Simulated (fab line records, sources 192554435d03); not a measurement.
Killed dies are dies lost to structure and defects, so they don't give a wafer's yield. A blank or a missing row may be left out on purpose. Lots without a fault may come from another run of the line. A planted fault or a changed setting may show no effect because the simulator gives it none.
Chamber matching | flow n5_finfet | N5_HKMG_FIN_ETCH_32 on rie_diel-05: 4 sister chambers
The step etches SOC in N2/H2, target depth 240 nm, time 300 s. 4 wafers are shown with their chamber, then 11 later ones without.

WAFERS WITH THEIR CHAMBER
wafer  | chamber | oes_product_au (a.u.)
L082.6 | 0       | 0.70
L084.1 | 3       | 1.00
L090.2 | 1       | 0.75
L091.3 | 2       | 0.71

WAFERS WITHOUT THEIR CHAMBER
wafer  | oes_product_au (a.u.)
L091.4 | 0.75
L091.6 | 0.71
L093.1 | 0.70
L093.4 | 0.94
L093.6 | 0.93
L095.3 | 0.93
L095.5 | 0.73
L095.6 | 0.94
L097.2 | 0.93
L097.4 | 0.73
L097.5 | 0.70

WHICH CHAMBER EACH WENT THROUGH
wafer  | from the rows above          | in truth
L091.4 | can't be placed: 1 or 2 or 0 | 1
L091.6 | can't be placed: 2 or 0 or 1 | 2
L093.1 | can't be placed: 0 or 2 or 1 | 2
L093.4 | 3                            | 3
L093.6 | 3                            | 3
L095.3 | 3                            | 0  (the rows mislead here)
L095.5 | can't be placed: 1 or 2 or 0 | 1
L095.6 | 3                            | 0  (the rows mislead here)
L097.2 | 3                            | 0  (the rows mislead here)
L097.4 | can't be placed: 1 or 2 or 0 | 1
L097.5 | can't be placed: 0 or 2 or 1 | 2
Placed correctly: 2 of 11. Can't be placed from these rows: 6 (the true chamber is among the candidates in 6). Placed wrongly: 3.
How it was worked out, from the rows above alone: a wafer's distance from a chamber is the root of the sum, over the readings, of the square of ((its reading less the chamber's mean) divided by the reading's scatter). The wafer belongs to the nearest chamber; if the next one is less than 2 further off, it can't be placed. A chamber's mean is the mean of its shown wafers. The scatter: with one shown wafer a chamber, the root of the mean of the squares of how far each hidden wafer lies from its nearest shown one.
